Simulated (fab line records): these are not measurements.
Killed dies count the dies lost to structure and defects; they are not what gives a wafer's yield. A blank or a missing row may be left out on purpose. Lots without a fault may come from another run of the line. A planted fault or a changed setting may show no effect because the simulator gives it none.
Matching of chambers | flow nand-harc | NHARC_A_CHANNEL_FILL_D2_ETCHBACK_08 on rie-diel-02 has 4 sister chambers
The step etches the open film in C4F8, target depth 220 nm, time 110 s. 4 wafers are shown with their chamber, then 8 later ones without.

== WAFERS PAIRED WITH THEIR CHAMBERS ==
wafer  | chamber | rf-vpp-V (V)
L612.1 | 0       | 439.8
L614.4 | 1       | 441.8
L614.6 | 2       | 438.3
L616.1 | 3       | 442.1

== WAFERS WHOSE CHAMBER IS MISSING ==
wafer  | rf-vpp-V (V)
L616.2 | 438.6
L616.5 | 441.3
L620.1 | 438.2
L620.5 | 438.3
L620.6 | 441.5
L622.2 | 441.5
L622.5 | 440.2
L622.6 | 442.8

== THE CHAMBER EACH PASSED THROUGH ==
wafer  | from the rows above     | in truth
L616.2 | 2                       | 2
L616.5 | can't be placed: 1 or 3 | 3
L620.1 | 2                       | 2
L620.5 | 2                       | 2
L620.6 | can't be placed: 1 or 3 | 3
L622.2 | can't be placed: 1 or 3 | 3
L622.5 | 0                       | 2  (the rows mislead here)
L622.6 | can't be placed: 3 or 1 | 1
Correct placement for 3 of the 8. From these rows, 4 cannot be placed; in 4 the true chamber is one of the candidates. Placed wrongly: 1.
How it was worked out, from the rows above alone: a wafer's distance from a chamber is the root of the sum, over the readings, of the square of ((its reading less the chamber's mean) divided by the reading's scatter). If the next closest chamber is less than 2 further off than the closest, the wafer can't be placed; otherwise it belongs to the closest. For every chamber, the mean is computed from those of its wafers that are shown. The scatter: root of mean squared gap, hidden wafer to nearest shown wafer, with one shown wafer a chamber.
